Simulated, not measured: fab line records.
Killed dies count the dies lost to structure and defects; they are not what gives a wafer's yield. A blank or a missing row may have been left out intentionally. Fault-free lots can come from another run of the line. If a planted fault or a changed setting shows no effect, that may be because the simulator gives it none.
A struck lot beside a sound one | flow n5Finfet | 37 steps out of a route of 1938
Sound: these wafers, L243.2, L243.4, L243.6. Struck: wafer L237.2. (L237.6 of the same lot was not struck and is left out.) The cause comes at the end.
At each step with rows: each side's tool, then ch and its chambers, then its first start. Under that, the readings that differ: sound wafers | struck wafers | difference of the means | sigmas: that difference in standard deviations of wafers without a fault.
alike: readings whose means differ by less than 2 such deviations, and words and numbers that are the same on both sides. not compared: withheld readings, readings that some wafer has no value for, bounds like >300 that may hide the same value, and numbers for which the record gives no deviation and whose values overlap.
Wherever a step has rows on one side only, a row that says differs or no value, or a row with sigmas, the two part there. When numbers do not overlap yet have no deviation, they are printed without sigmas and do not part them. A reading that every wafer of one side lacks parts them only if that side has two wafers or more.

first, 8 steps without rows for these wafers: N5_BEOL_M3_ECD_50 (material Cu, target thk 300 nm); N5_BEOL_M3_ANNEAL_51 (time 90 s); N5_BEOL_M3_CMP_52 (polishes, stops on SiOC, t overpolish 6.8 s, target thk 40 nm); N5_BEOL_M3_PRE_CLEAN_60 (time 15 s); N5_BEOL_M3_CO_CAP_55 (material Co, precursor CCTBA/H2, target thk 2 nm, time 102.1 s); N5_BEOL_M3_PRE_CLEAN_56 (time 15 s); N5_BEOL_M3_DEP_57 (deposits SiCN from 3MS/NH3, target thk 8 nm, time 14 s); N5_BEOL_M4_ILD_DEP_00 (deposits SiOC from DEMS/O2, target thk 79 nm, time 15.3 s).
N5_BEOL_M4_PECVD_72: deposits SiO2 from TEOS/O2, target thk 16 nm, time 18 s.
  sound on pecvd-02 ch 0,2, day 13 15:02; struck on pecvd-03 ch 2, day 11 08:10
reading                                   | sound        | struck | difference | sigmas
model.SiO2_of_BEOL_M4_PECVD_72.thkNm (nm) | 15.8 16 16.2 | 20.4   | +4.4       | 
  alike: heaterPowerW, showerheadPlenumPTorr, throttleValvePct
then, 25 steps without rows for these wafers: N5_BEOL_M4_HM_DEP_02 (deposits TiN, target thk 20 nm); N5_BEOL_M4_COAT_61 (time 60 s, resist thk 60 nm); N5_BEOL_M4_COAT_62 (time 60 s, resist thk 12 nm); N5_BEOL_M4_COAT_73 (time 60 s, resist thk 5 nm); N5_BEOL_M4_COAT_05 (resist thk 30 nm); N5_BEOL_M4_EBR_07; N5_BEOL_M4_SOFTBAKE_06 (time 60 s); N5_BEOL_M4_EXPOSE_08 (exposes mask M4); N5_BEOL_M4_PEB_09 (peb time 60 s); N5_BEOL_M4_DEVELOP_10 (develop time 30 s); N5_BEOL_M4_DESCUM_16 (chemistry O2, time 7 s); N5_BEOL_M4_ETCH_74 (etches underlayer in N2/H2, target depth 6.5 nm, time 5.2 s); N5_BEOL_M4_ETCH_63 (etches SiARC in CF4, target depth 15.6 nm, time 26 s); N5_BEOL_M4_ETCH_64 (etches SOC in N2/H2, target depth 75 nm, overetch 22.5 nm, time 121.9 s); N5_BEOL_M4_STRIP_65 (strips in N2/H2); N5_BEOL_M4_STRIP_75 (strips in N2/H2); N5_BEOL_M4_STRIP_66 (strips in CF4); N5_BEOL_M4_HM_OPEN_17 (chemistry Cl2/BCl3, target TiN, target depth 20 nm, overetch 6 nm); N5_BEOL_M4_STRIP_19 (strips in O2); N5_BEOL_M4_COAT_67 (time 60 s, resist thk 60 nm); N5_BEOL_M4_COAT_68 (time 60 s, resist thk 12 nm); N5_BEOL_M4_COAT_76 (time 60 s, resist thk 5 nm); N5_BEOL_M4_COAT_22 (resist thk 30 nm); N5_BEOL_M4_EBR_24; N5_BEOL_M4_SOFTBAKE_23 (time 60 s).
N5_BEOL_M4_HM_STRIP_39: strips TiN in peroxide tin strip, target depth 25 nm, time 158 s.
  sound on wetBench-04 ch 2,3,4, day 13 21:02; struck on wetBench-03 ch 7, day 11 11:56
reading                                   | sound        | struck | difference | sigmas
model.SiO2_of_BEOL_M4_PECVD_72.thkNm (nm) | 15.6 15.8 16 | 20.2   | +4.4       | 
N5_BEOL_M4_CMP_52: polishes, stops on SiOC, t overpolish 6.8 s, target thk 40 nm.
  sound on cmp-04 ch 0,2, day 14 02:10; struck on cmp-01 ch 1, day 11 17:25
reading                   | sound          | struck | difference | sigmas
barrierFieldEndpointS (s) | 25.2 24.6 25.6 | 30.9   | +5.8       | +10
  alike: clearingPlatenRpm, edgeZonePressureFrac, headPressurePsi, motorCurrentA
N5_BEOL_M4_RC_MEAS_101:
  sound on prober-01 ch 0, day 14 02:54; struck on prober-01 ch 0, day 11 18:08
  alike: DIBL_N, DIBL_P, IOFF_N, IOFF_P, ION_N, ION_P, SS_N, SS_P, VT_N, VT_P

## WHERE THEY PART
Only at N5_BEOL_M4_CMP_52, within this record. Later steps at which nothing parts them and some readings are alike: N5_BEOL_M4_RC_MEAS_101.

WHY: the cause the simulator had injected
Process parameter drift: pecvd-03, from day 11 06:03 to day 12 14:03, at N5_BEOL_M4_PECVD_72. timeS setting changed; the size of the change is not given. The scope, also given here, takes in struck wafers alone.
